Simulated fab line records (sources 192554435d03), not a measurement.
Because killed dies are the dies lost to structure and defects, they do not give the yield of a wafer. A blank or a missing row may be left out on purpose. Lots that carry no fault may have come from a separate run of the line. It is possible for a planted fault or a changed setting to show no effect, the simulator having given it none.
fab line records -- flow n5-finfet
[record] lots = 3, wafers = 8, last-day = 23
route steps=1938 shown BEOL_M0_SAQP@683 BEOL_M0_CUTY@701 BEOL_M0@715 BEOL_M4@1111 PASSIVATION@1936
lots that met no fault: from a run of the same line without faults
start-h: hours from the record's first day to the start of the lot's first wafer shown -- wait-h: hours elapsed since this lot's preceding step -- " the same as in the row above -- L1.1+2: a row that stands for several wafers -- - no value, or no start given -- * or withheld: withheld -- < > ~ a bound
route shown NAME@n: names a module that has steps shown in the file, with the first one's number in the route -- usual: mean/standard deviation taken from wafers without a fault -- same: alike in all rows -- chamber/n: place in a boat -- sites: the reading at each site -- _std_site: how widely they spread, as a standard deviation -- _edge_site: the outer-site mean with the inner-site mean subtracted -- radius-mm: for every site, how far away it sits from the centre of the wafer -- mask NAME#n: copy n -- behind: tool/chamber where the wafer was last shaped -- hold: why the lot went on hold/how many hours it stayed there/how the hold came to an end -- device: the transistor (n, p or np) that didn't switch -- end of line: tests of these same wafers at the route's end -- where a step has no rows: the recipe by itself -- killed: not the wafer's yield, but the dies lost to structure and defects at the first sort -- map: a wafer's dies, marking killed ones x, the rest . and places with no die _
set.NAME: the setting that was run; set.NAME@STEP: the one run at that earlier step -- model.NAME: the simulator's own value behind a step, which no gauge read
certain route steps with their lots: each step a table, each wafer a row
services: from which hour (start-h, from the record's first day; less than 0 if before it) a tool's chamber was out of use, for how many hours, and why
[[steps]]
[step N5_BEOL_M0_SAQP_COAT_34]
[recipe] resist = CAR-EUV, spin-rpm = 1500, resist-thk-nm = 30
[step N5_BEOL_M0_SAQP_EBR_36]
[recipe] solvent = PGMEA, ebr-width-mm = 1.5
[step N5_BEOL_M0_SAQP_SOFTBAKE_35]
[recipe] temp-c = 110, time-s = 60, resist = CAR-EUV
[step N5_BEOL_M0_SAQP_EXPOSE_37]
[recipe] mask-id = M0_CUT1, na = 0.33, source-shape = annular, sigma-inner = 0.35, sigma-outer = 0.8, polarization = unpolarized, target-cd-nm = 30, dose-mj = 44.75
[step N5_BEOL_M0_SAQP_PEB_38]
[recipe] peb-temp-c = 100, peb-time-s = 60, resist = CAR-EUV
[step N5_BEOL_M0_SAQP_DEVELOP_39]
[recipe] develop-time-s = 30, developer = TMAH, resist = CAR-EUV, rinse-liquid = surfactant-rinse, dry = air-spin, dev-temp-c = 23
[step N5_BEOL_M0_SAQP_DESCUM_45]
[recipe] chemistry = O2, time-s = 7, source-power-w = 50, bias-power-w = 20, pressure-mtorr = 20, rf-frequency-hz = 2.712e+07, temp-c = 40, resist = CAR-EUV, o2-flow-sccm = 225
[step N5_BEOL_M0_SAQP_ETCH_88]
[recipe] chemistry = N2/H2, target = underlayer, target-depth-a = 65, time-s = 5.2, ion-energy-ev = 200, mask-material = CAR-EUV, pressure-mtorr = 30, source-w = 840, bias-w = 150, n2-flow-sccm = 200, h2-flow-sccm = 200, ends = cleared
[step N5_BEOL_M0_SAQP_ETCH_73]
[recipe] chemistry = CF4, target = SiARC, target-depth-a = 195, mask-material = CAR-EUV, time-s = 32.5, ion-energy-ev = 80, pressure-mtorr = 40, source-w = 545, bias-w = 36, Ar_flow_sccm = 100, cf4-flow-sccm = 100, ends = cleared
[step N5_BEOL_M0_SAQP_CUT_ETCH_46]
[recipe] chemistry = N2/H2, target = SOC, target-depth-a = 1350, overetch-a = 270, temp-c = 40, time-s = 202.5, ion-energy-ev = 200, mask-material = SiARC, pressure-mtorr = 30, source-w = 840, bias-w = 150, n2-flow-sccm = 200, h2-flow-sccm = 200
[usual] drypump-motor-current-A = 5.6/0.39, rf-vpp-V = 524.0/1.8, showerhead-plenum-p-Torr = 2.54/0.062, throttle-valve-pct = 17.66/0.19
lot.wafer,tool,chamber,start-h,wait-h,drypump-motor-current-A,rf-hours-counter-h,rf-vpp-V,showerhead-plenum-p-Torr,throttle-valve-pct,model.SiARC_of_BEOL_M0_SAQP_COAT_72.thk-nm,model.BEOL_M0_SAQP.cd-nm
L621.1,rie-diel-05,0,137.02,0.0,5.3,190,522.6,2.51,17.72,5.4,29.6
L621.3,rie-diel-05,3,137.02,0.0,5.9,223,525.1,2.49,17.63,5.2,29.4
L621.5,rie-diel-05,0,137.02,0.0,5.3,-,522.6,2.51,17.73,5.4,29.4
L627.4,rie-diel-01,3,171.64,0.0,6.2,7,526.3,2.58,17.33,4.8,30
L627.5,rie-diel-01,3,171.64,0.0,6.2,-,524.8,2.58,17.34,4.8,30.4
L627.6,rie-diel-01,0,171.64,0.0,5.0,-,521.1,2.45,17.45,5.6,30
L635.1,rie-diel-05,1,231.09,0.0,5.9,241,522.2,2.50,17.91,4.6,30.2
L635.5,rie-diel-05,2,231.09,0.0,5.6,-,523.0,2.52,17.56,7.2,28.4
[step N5_BEOL_M0_SAQP_STRIP_74]
[recipe] chemistry = N2/H2, temp-c = 40, n2-flow-sccm = 200, h2-flow-sccm = 200, rf-frequency-hz = 6e+07
[step N5_BEOL_M0_SAQP_STRIP_89]
[recipe] chemistry = N2/H2, temp-c = 40, n2-flow-sccm = 200, h2-flow-sccm = 200, rf-frequency-hz = 6e+07
[step N5_BEOL_M0_SAQP_ALD_48]
[recipe] material = SiO2, target-thk-a = 200, temp-c = 100, ald-precursor-family = BDEAS, ald-co-reactant = O2-plasma, pulse-time-s = 1, co-reactant-pulse-time-s = 1, purge-time-s = 2, co-reactant-purge-time-s = 2, ald-cycles = 139, pressure-torr = 2
[step N5_BEOL_M0_SAQP_ETCH_49]
[recipe] chemistry = CF4/O2, target-depth-a = 370, target = SiO2, pressure-mtorr = 40, source-w = 535, bias-w = 49, Ar_flow_sccm = 100, cf4-flow-sccm = 100, O2_flow_sccm = 10, ion-energy-ev = 100
[usual] drypump-motor-current-A = 5.6/0.4, oes-product-au = 0.80/0.091, rf-vpp-V = 241/5.6, showerhead-plenum-p-Torr = 2.21/0.048, throttle-valve-pct = 15.72/0.19
lot.wafer,tool,chamber,start-h,wait-h,drypump-motor-current-A,oes-product-au,rf-hours-counter-h,rf-vpp-V,showerhead-plenum-p-Torr,throttle-valve-pct,model.BEOL_M0_SAQP.cd-nm
L621.1,rie-diel-01,1,137.84,0.3,5.6,0.81,76,244,2.24,15.65,29.6
L621.3,rie-diel-01,0,137.84,0.3,5.0,0.79,101,234,2.14,15.50,29.4
L621.5,rie-diel-01,1,137.84,0.3,5.6,0.81,-,244,2.24,15.64,29.6
L627.4,rie-diel-01,2,172.37,0.3,6.2,0.91,18,243,2.25,15.60,30
L627.5,rie-diel-01,0,172.37,0.3,5.0,0.77,-,232,2.13,15.52,30.4
L627.6,rie-diel-01,3,172.37,0.3,6.2,0.97,-,247,2.23,15.42,29.8
L635.1,rie-diel-01,3,233.19,0.5,6.2,0.91,28,247,2.23,15.45,30
L635.5,rie-diel-01,3,233.19,0.5,6.2,0.92,-,246,2.23,15.45,28.2
[step N5_BEOL_M0_SAQP_STRIP_75]
[recipe] chemistry = CF4, resist = SiARC, power-w = 300, bias-power-w = 75, pressure-mtorr = 50, cf4-flow-sccm = 150, rf-frequency-hz = 6e+07
[step N5_BEOL_M0_CUTY_COAT_50]
[recipe] resist = SiARC, temp-c = 220, time-s = 60, spin-rpm = 1500, resist-thk-nm = 15
[step N5_BEOL_M0_CUTY_COAT_51]
[recipe] resist = CAR-ArF-block, spin-rpm = 1500, resist-thk-nm = 150
[step N5_BEOL_M0_CUTY_EBR_52]
[recipe] solvent = PGMEA, ebr-width-mm = 1.5
[step N5_BEOL_M0_CUTY_SOFTBAKE_53]
[recipe] temp-c = 110, time-s = 60, resist = CAR-ArF-block
[step N5_BEOL_M0_CUTY_EXPOSE_54]
[recipe] mask-id = M0_ABLK, na = 1.35, source-shape = conventional, sigma-outer = 0.8, polarization = unpolarized, dose-mj = 36
[step N5_BEOL_M0_CUTY_PEB_55]
[recipe] peb-temp-c = 110, peb-time-s = 60, resist = CAR-ArF-block
[step N5_BEOL_M0_CUTY_DEVELOP_56]
[recipe] develop-time-s = 30, developer = TMAH, resist = CAR-ArF-block, rinse-liquid = diw, dry = air-spin, dev-temp-c = 23
[step N5_BEOL_M0_CUTY_DESCUM_61]
[recipe] chemistry = O2, time-s = 7.9, source-power-w = 50, bias-power-w = 20, pressure-mtorr = 20, rf-frequency-hz = 2.712e+07, temp-c = 40, resist = CAR-ArF-block, o2-flow-sccm = 225
[step N5_BEOL_M0_CUTY_ETCH_62]
[recipe] chemistry = CF4, target = SiARC, mask-material = CAR-ArF-block, time-s = 58.5, ion-energy-ev = 80, pressure-mtorr = 40, source-w = 545, bias-w = 36, Ar_flow_sccm = 100, cf4-flow-sccm = 100, ends = cleared
[step N5_BEOL_M0_CUTY_ETCH_63]
[recipe] chemistry = N2/H2, target = SOC, target-depth-a = 827, overetch-a = 165, mask-material = SiARC, temp-c = 40, ion-energy-ev = 200, time-s = 124, pressure-mtorr = 30, source-w = 840, bias-w = 150, n2-flow-sccm = 200, h2-flow-sccm = 200
[step N5_BEOL_M0_CUTY_STRIP_64]
[recipe] chemistry = N2/H2, temp-c = 40, n2-flow-sccm = 200, h2-flow-sccm = 200, rf-frequency-hz = 6e+07
[step N5_BEOL_M0_ETCH_138]
[recipe] chemistry = CH3F/O2, target-depth-a = 120, target = SiCN, time-s = 31.6, ion-energy-ev = 120, pressure-mtorr = 30, source-w = 395, bias-w = 75, Ar_flow_sccm = 150, CH3F_flow_sccm = 30, O2_flow_sccm = 20, ends = cleared
[step N5_BEOL_M0_HM_OPEN_105]
[recipe] chemistry = Cl2/BCl3, target-depth-a = 120, target = TiN, ion-energy-ev = 150, pressure-mtorr = 10, icp-w = 1000, bias-w = 126, Cl2_flow_sccm = 53.25, bcl3-flow-sccm = 21.75, Ar_flow_sccm = 25
[step N5_BEOL_M0_STRIP_140]
[recipe] chemistry = CF4, resist = SiARC, power-w = 300, bias-power-w = 75, pressure-mtorr = 50, cf4-flow-sccm = 150, rf-frequency-hz = 6e+07
[step N5_BEOL_M0_STRIP_104]
[recipe] chemistry = N2/H2, power-w = 450, temp-c = 40, pressure-mtorr = 20, rf-frequency-hz = 6e+07, overash-fraction = 0.3, bias-power-w = 7, h2-frac = 0.5, n2-flow-sccm = 200, h2-flow-sccm = 200
[step N5_BEOL_M0_WET_ETCH_106]
[recipe] chemistry = DHF, dilution = 10:1, temp-c = 25, target = SiO2, target-depth-a = 1300, dry = ipa-marangoni, rinse-time-s = 30, rinse-temp-c = 23
[step N5_BEOL_M0_ETCH_128]
[recipe] chemistry = CF4/N2, target-depth-a = 120, overetch-a = 51, target = SiCN, time-s = 21.4, ion-energy-ev = 150, pressure-mtorr = 40, source-w = 430, bias-w = 70, Ar_flow_sccm = 100, cf4-flow-sccm = 60, n2-flow-sccm = 60
[step N5_BEOL_M0_TRENCH_ETCH_107]
[recipe] chemistry = C4F6/O2, target-depth-a = 328, target = SiOC, time-s = 16.4, ion-energy-ev = 250, pressure-mtorr = 30, source-w = 355, bias-w = 185, Ar_flow_sccm = 300, C4F6_flow_sccm = 10, O2_flow_sccm = 10
[step N5_BEOL_M0_STRIP_142]
[recipe] chemistry = N2/H2, time-s = 10, power-w = 450, temp-c = 40, pressure-mtorr = 20, rf-frequency-hz = 6e+07, bias-power-w = 7, n2-flow-sccm = 200, h2-flow-sccm = 200
[step N5_BEOL_M0_HM_STRIP_129]
[recipe] chemistry = peroxide-tin-strip, material = TiN, target-depth-a = 170, temp-c = 50, time-s = 108
[step N5_BEOL_M4_RC_MEAS_101]
[usual] DIBL_N = 35.8/1.6, DIBL_P = 35.6/2, IOFF_N = 0.15/0.031, IOFF_P = 0.20/0.033, ION_N = 668/12, ION_P = 459/6.8, SS_N = 71.4/0.53, SS_P = 73.1/0.63, VT_N = 250/3.5, VT_P = -251/3
lot.wafer,tool,chamber,start-h,wait-h,DIBL_N[mV/V],DIBL_P[mV/V],IOFF_N[nA/um],IOFF_P[nA/um],ION_N[uA/um],ION_P[uA/um],SS_N[mV/dec],SS_P[mV/dec],VT_N[mV],VT_P[mV]
L621.1,prober-01,0,316.48,0.0,34.6,34.8,0.13,0.19,682,465,70.9,73.4,251,-253
L621.3,prober-01,0,316.48,0.0,36.7,36.2,0.16,0.21,672,459,72.1,73.5,249,-249
L621.5,prober-01,0,316.48,0.0,34.6,33.9,0.13,0.18,667,459,71.3,73.3,250,-254
L627.4,prober-01,0,332.96,0.5,34.6,33.4,0.13,0.18,659,457,70.7,72.9,254,-252
L627.5,prober-01,0,332.96,0.5,33.5,33.1,0.12,0.18,665,466,70.1,72.9,253,-252
L627.6,prober-01,0,332.96,0.5,37.4,36.8,0.18,0.23,676,458,71.3,73.9,250,-249
L635.1,prober-02,0,435.59,0.0,34.9,35.3,0.15,0.18,666,453,71.1,72.6,250,-251
[step N5_PASSIVATION_PROBE_49]
[usual] defect-limited-yield = 90.7/1.5, killed_at_M0_to_M3 = 38/11, killed_at_M4_up = 15/5.5, killed-at-contacts = 12/6, killed-at-front-end = 41/11, killed-at-other = 3.5/2.7, killed-dies = 110/18, killed-on-rim = 15/3.6, killed-open = 72/13, killed-short = 35/8.7, sort_bin_5_function = 5.5/1.1, sort_bin_6_memory = 3.4/0.63, sort-n-pass = 1070/18, sort-yield-pct = 90.7/1.5
[same] gross-dies = 1180, killed-at-back-side = 0, sort_bin_4_leakage[%] = 0, sort_bin_8_speed[%] = 0
lot.wafer,tool,chamber,start-h,wait-h,defect-limited-yield[%],killed_at_M0_to_M3,killed_at_M4_up,killed-at-contacts,killed-at-front-end,killed-at-other,killed-dies,killed-on-rim,killed-open,killed-short,sort_bin_5_function[%],sort_bin_6_memory[%],sort-n-pass,sort-yield-pct[%]
L621.1,prober-02,-,423.38,0.0,91.4,33,20,14,29,5,101,10,68,33,4.6,3.7,1079,91.4
L621.3,prober-02,-,423.48,0.1,92.1,47,6,5,33,2,93,13,61,32,5.3,2.5,1087,92.1
L621.5,prober-02,-,423.58,0.2,90.1,51,22,8,33,3,117,13,66,50,5.7,4.2,1063,90.1
L627.4,prober-01,-,474.35,0.2,92.6,34,13,7,27,6,87,11,58,27,4.0,3.0,1093,92.6
L627.5,prober-01,-,474.40,0.2,92.3,35,14,6,31,5,91,12,52,38,4.7,2.6,1089,92.3
L627.6,prober-01,-,474.45,0.3,93.3,24,7,9,37,2,79,8,48,31,3.5,3.0,1101,93.3
L635.1,prober-02,-,546.19,0.0,89.9,38,30,13,38,0,119,12,83,34,5.4,4.3,1061,89.9
L635.5,prober-02,-,546.39,0.2,2.5,1070,12,29,36,3,1150,152,90,30,93.1,3.8,30,2.5
// killed by level:class
L621.1 BEOL_M3:geometric-particle:open=11 BEOL_M4:geometric-particle:open=11 MOL_CONTACT_COAG:geometric-particle:open=10 STI_FIN_REVEAL:geometric-particle:open=6 BEOL_M0_SAQP:geometric-particle:open=6 BEOL_M0_SAQP:geometric-particle:short=6 FIN_SAQP:geometric-particle:open=5 MOL_CONTACT_COAG:geometric-particle:short=4
L621.3 BEOL_M0_SAQP:geometric-particle:open=13 BEOL_M2:geometric-particle:open=11 STI_FIN_REVEAL:geometric-particle:open=10 BEOL_M0_SAQP:geometric-particle:short=10 BEOL_M3:geometric-particle:open=6 GATE_CUT:geometric-particle:short=5 BEOL_M5:geometric-particle:open=5 STARTING-WAFER:geometric-particle:short=5
L621.5 BEOL_M0_SAQP:geometric-particle:short=15 BEOL_M0_SAQP:geometric-particle:open=13 BEOL_M3:geometric-particle:open=10 GATE_CUT:geometric-particle:short=9 BEOL_M4:geometric-particle:open=6 GATE_CUT:geometric-particle:open=5 BEOL_M5:geometric-particle:open=5 FIN_SAQP:geometric-particle:short=4
L627.4 BEOL_M3:geometric-particle:open=13 STI_FIN_REVEAL:geometric-particle:open=8 MOL_CONTACT_COAG:geometric-particle:open=7 BEOL_M0_SAQP:geometric-particle:short=6 BEOL_M2:geometric-particle:open=5 FIN_SAQP:geometric-particle:short=4 DUMMY_GATE:geometric-particle:open=4 BEOL_M8:geometric-particle:open=4
L627.5 FIN_SAQP:geometric-particle:short=9 FIN_SAQP:geometric-particle:open=7 BEOL_M2:geometric-particle:open=7 BEOL_M0_SAQP:geometric-particle:short=6 BEOL_M0_SAQP:geometric-particle:open=6 BEOL_M3:geometric-particle:open=6 GATE_CUT:geometric-particle:short=4 MOL_CONTACT_COAG:geometric-particle:open=4
L627.6 FIN_SAQP:geometric-particle:open=12 BEOL_M3:geometric-particle:open=11 FIN_SAQP:geometric-particle:short=9 BEOL_M0_SAQP:geometric-particle:short=7 MOL_CONTACT_COAG:geometric-particle:open=6 STI_FIN_REVEAL:geometric-particle:open=5 GATE_CUT:geometric-particle:short=3 MOL_CONTACT_COAG:geometric-particle:short=3
L635.1 BEOL_M4:geometric-particle:open=16 BEOL_M2:geometric-particle:open=11 MOL_CONTACT_COAG:geometric-particle:open=10 FIN_SAQP:geometric-particle:short=8 FIN_SAQP:geometric-particle:open=7 BEOL_M1:geometric-particle:open=7 BEOL_M3:geometric-particle:open=7 BEOL_M5:geometric-particle:open=6
L635.5 BEOL_M0_SAQP:area-etch=1026 MOL_CONTACT_COAG:geometric-particle:open=25 BEOL_M0:geometric-particle:open=14 FIN_SAQP:geometric-particle:open=12 BEOL_M2:geometric-particle:open=9 STI_FIN_REVEAL:geometric-particle:open=5 BEOL_M0_SAQP:geometric-particle:short=5 BEOL_M3:geometric-particle:open=5
// map L635.5 (x killed, . not)
_________________xxxxxxxxxxxx________________
______________xxxxxxxxxxxxxxxxxx_____________
___________xxxxxxxxxxxxxxxxxxxxxxxx__________
__________xxxxxxxxxxxxxxxxxxxxxxxxxx_________
________xxxxxxxxxxxxxxxxxxxxxxxxxxxxxx_______
_______xxxxxxxxxxxxxxxxxxxxxxxxxxxxxxxx______
______xxxxxxxxxxxxxxxxxxxxxxxxxxxxxxxxxx_____
_____xxxxxxxxxxxxxxxxxxxxxxxxxxxxxxxxxxxx____
____xxxxxxxxxxxxxxx.xxxxxxxxxxxxxxxxxxxxxx___
___xxxxxxxxxxxxxxxxxxxxxxxxxxxxxxxxxxxxxxxx__
___xxxxxxxxxxxxxxxxxxxxxxxxxxxxxxxxxxxxxxxx__
__xxxxxxxxxxxxxxxxxxxxxxxxxxxxxxxxxxxxxxxxxx_
__xxxxxxxxxxxxxxxxxxxxxxxxxxxxxxxxxxxxxxxxxx_
_xxxxxxxxxxxx.x.x...xxxxxxxxxxxxxxxxxxxxxxxxx
_xxxxxxxxxxxxx.x...xxxxxxxxxxxx.xxxxxxxxxxxxx
_xxxxxxxxxxxxxxxx.xxxxxxxxxxx....xxxxxxxxxxxx
_xxxxxxxxxxxxxxxxxxxxxxxxxx.x.x...xxxxxxxxxxx
_xxxxxxxxxxxxxxxxxxxxxxxxxxx.....xxxxxxxxxxxx
_xxxxxxxxxxxxxxxxxxxxxxxxxxxx.x.x.xxxxxxxxxxx
_xxxxxxxxxxxxxxxxxxxxxxxxxxxxxxx.xxxxxxxxxxxx
_xxxxxxxxxxxxxxxxxxxxxxxxxxxxxxxxxxxxxxxxxxxx
__xxxxxxxxxxxxxxxxxxxxxxxxxxxxxxxxxxxxxxxxxx_
__xxxxxxxxxxxxxxxxxxxxxxxxxxxxxxxxxxxxxxxxxx_
___xxxxxxxxxxxxxxxxxxxxxxxxxxxxxxxxxxxxxxxx__
___xxxxxxxxxxxxxxxxxxxxxxxxxxxxxxxxxxxxxxxx__
____xxxxxxxxxxxxxxxxxxxxxxxxxxxxxxxxxxxxxx___
_____xxxxxxxxxxxxxxxxxxxxxxxxxxxxxxxxxxxx____
______xxxxxxxxxxxxxxxxxxxxxxxxxxxxxxxxxx_____
_______xxxxxxxxxxxxxxxxxxxxxxxxxxxxxxxx______
________xxxxxxxxxxxxxxxxxxxxxxxxxxxxxx_______
__________xxxxxxxxxxxxxxxxxxxxxxxxxx_________
___________xxxxxxxxxxxxxxxxxxxxxxxx__________
______________xxxxxxxxxxxxxxxxxx_____________
_________________xxxxxxxxxxxx________________
// map L621.5 (x killed, . not)
_________________......x.....________________
______________.................._____________
___________................xx......__________
__________.....xx..........x......x._________
________.......x.x................x..._______
_______......x..............x..x.......______
______.................................._____
_____.....x......x.x.............x.......____
____.x......x........x................x.x.___
___.........x.....x..x.......xx....x.......__
___..............x..........x..x....x...x..__
__..x....x.................x................_
__.......xx...x...x........................._
_.........x.........x.......xx......x....x..x
_..............................x.............
_...........x.............................x..
_....x..................x........x.......x..x
_.....x.....x.......x........................
_x........................x......x.....x.....
_....x.x..x...........x......x...x...........
_........x................x.....x.......x..x.
__.........................x................_
__...............x.x....x.x................._
___.x.........x..x..x.......x.......x......__
___..x.......x.............x...............__
____.....x........x............x.......x..___
_____.........x....xx.x........x.........____
______....x..x...............x.x........_____
_______........x....x...x....x....x...x______
________x......x...x.................x_______
__________.x.........x..........x..._________
___________......x..x.............x__________
______________.....x............_____________
_________________............________________
[[services]]
tool,chamber,start-h,hours,kind
rie-diel-01,2,117.67,-,clean
rie-diel-01,2,117.67,-,consumable-replace:focus-ring
rie-diel-01,2,117.67,14.4,scheduled-down
rie-diel-01,2,117.67,14.4,vent-cycle
rie-diel-01,3,132.34,-,clean
rie-diel-01,3,132.34,-,consumable-replace:focus-ring
rie-diel-01,3,132.34,19.6,scheduled-down
rie-diel-01,3,132.34,19.6,vent-cycle
rie-diel-01,0,147.44,2.4,repair
rie-diel-01,0,155.67,2.0,repair
rie-diel-01,-,155.97,0.6,repair
rie-diel-05,3,175.09,8.5,repair
rie-diel-05,3,208.56,14.4,repair
rie-diel-05,3,228.79,-,clean
rie-diel-05,3,228.79,-,consumable-replace:focus-ring
rie-diel-05,3,228.79,22.5,scheduled-down
rie-diel-05,3,228.79,22.5,vent-cycle
[[key]]
[first-sign] step = N5_PASSIVATION_PROBE_49, reading = killed_at_M0_to_M3, direction = up, sigmas = 98, usual = 38, struck = 1070
[effect] step = N5_PASSIVATION_PROBE_49, reading = sort_bin_5_function, direction = up, sigmas = 82, usual = 5.5, struck = 93.1
[model-effect] step = N5_BEOL_M0_SAQP_CUT_ETCH_46, value = SiARC_of_BEOL_M0_SAQP_COAT_72.thk-nm, without = 4.8, struck = 7.2
[model-effect] step = N5_BEOL_M0_SAQP_ETCH_49, value = BEOL_M0_SAQP.cd-nm, without = 29.2, struck = 28.2
[more-kills-born-at] N5_BEOL_M0_SAQP_CUT_ETCH_46@rie-diel-05 = 1026
met-at N5_BEOL_M0_SAQP_CUT_ETCH_46
struck-wafers L635.5
later-rows-left-out L635.5
onset-between 137.02 231.09
[fault] kind = process-parameter-drift, tool = rie-diel-05, chamber = -, onset-h = 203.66, steps = N5_BEOL_M0_SAQP_CUT_ETCH_46, channel = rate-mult, offset = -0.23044, shape = step, end-h = 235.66, scope = struck-wafers-only
// later-rows-left-out: the simulator's readings of these wafers behind a module that went badly wrong aren't trusted and aren't shown, but for the sort
